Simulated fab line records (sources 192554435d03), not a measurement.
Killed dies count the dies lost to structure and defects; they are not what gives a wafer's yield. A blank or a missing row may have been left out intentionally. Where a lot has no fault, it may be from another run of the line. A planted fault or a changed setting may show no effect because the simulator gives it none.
One fault through the eyes of 2 desks -- flow n5-finfet -- each desk holds nothing but its own numbers, with what lay behind them at the end

## FROM THE METROLOGY DESK
What the gauges read for every lot (on any tool): the sampled wafers with a number, averaged. The brackets show how far a lot's mean lies from the usual mean; more than 4 standard deviations puts the lot out of limits, marked OUT.
Columns: A = M11_RS at N5_BEOL_M11_RS_MEAS_57, usual 0.1513 ohm/sq; B = cd-nm at N5_BEOL_M12_CD_MEAS_17, usual 139.9 nm
lot,first seen here,A,B
L891,day 12 00:06,0.1511,140.0
L890,day 12 00:20,0.1536,139.7
L894,day 13 00:16,0.1519,139.9
L895,day 13 04:19,0.1506,140.8
L896,day 14 04:56,0.1526,140.9
L897,day 16 04:03,0.1508,140.1
L902,day 16 08:50,0.1535,137.9
L901,day 16 11:04,0.1501,139.6
L904,day 16 15:47,0.1518,139.4
L907,day 17 11:08,0.1511,139.0
L909,day 18 06:41,0.1530,139.6
Result from this desk: across the 11 lots, nothing is out of limits.

## AT THE TOOL OWNER'S DESK: litho-track-03
The tool's own readings at N5_BEOL_M12_COAT_65 (time 60 s, resist thk 300 nm): means of the sampled wafers that have a number, for each lot that ran on this tool. The brackets show how far a lot's mean lies from the usual mean; more than 4 standard deviations puts the lot out of limits, marked OUT.
Columns: A = heater-power-total-W at N5_BEOL_M12_COAT_65, usual 500.4 W; B = spin-speed-rpm at N5_BEOL_M12_COAT_65, usual 1499.9 rpm
lot,first seen here,A,B
L894,day 13 01:25,501.9,1498.9
L897,day 16 05:10,500.4,1498.9
L902,day 16 09:58,499.3,1766.0 (+99 or more) OUT
L901,day 16 12:11,500.7,1766.7 (+99 or more) OUT
L904,day 16 17:02,501.5,1766.4 (+99 or more) OUT
This desk's verdict: out of limits on L901, L902, L904, starting with L902 at day 16 09:58 (spin-speed-rpm at N5_BEOL_M12_COAT_65). L894, L897 stayed within limits.

## TAKEN TOGETHER
At day 16 09:58, on L901, L902, L904, the tool owner's desk was in a position to raise an alarm.
From the metrology desk's view, nothing was out of limits.
The metrology desk has L901, L902, L904 on record, within its limits.
Every lot named ran N5_BEOL_M12_COAT_65 on litho-track-03.

## WHAT THE SIMULATOR HAD PUT IN
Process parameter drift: litho-track-03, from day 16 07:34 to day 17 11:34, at N5_BEOL_M12_COAT_65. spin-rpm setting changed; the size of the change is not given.
Lots struck among those shown: L901, L902, L904.
How many hours passed from the start of the fault until each desk's first out-of-limits reading: the tool owner's desk, 2.
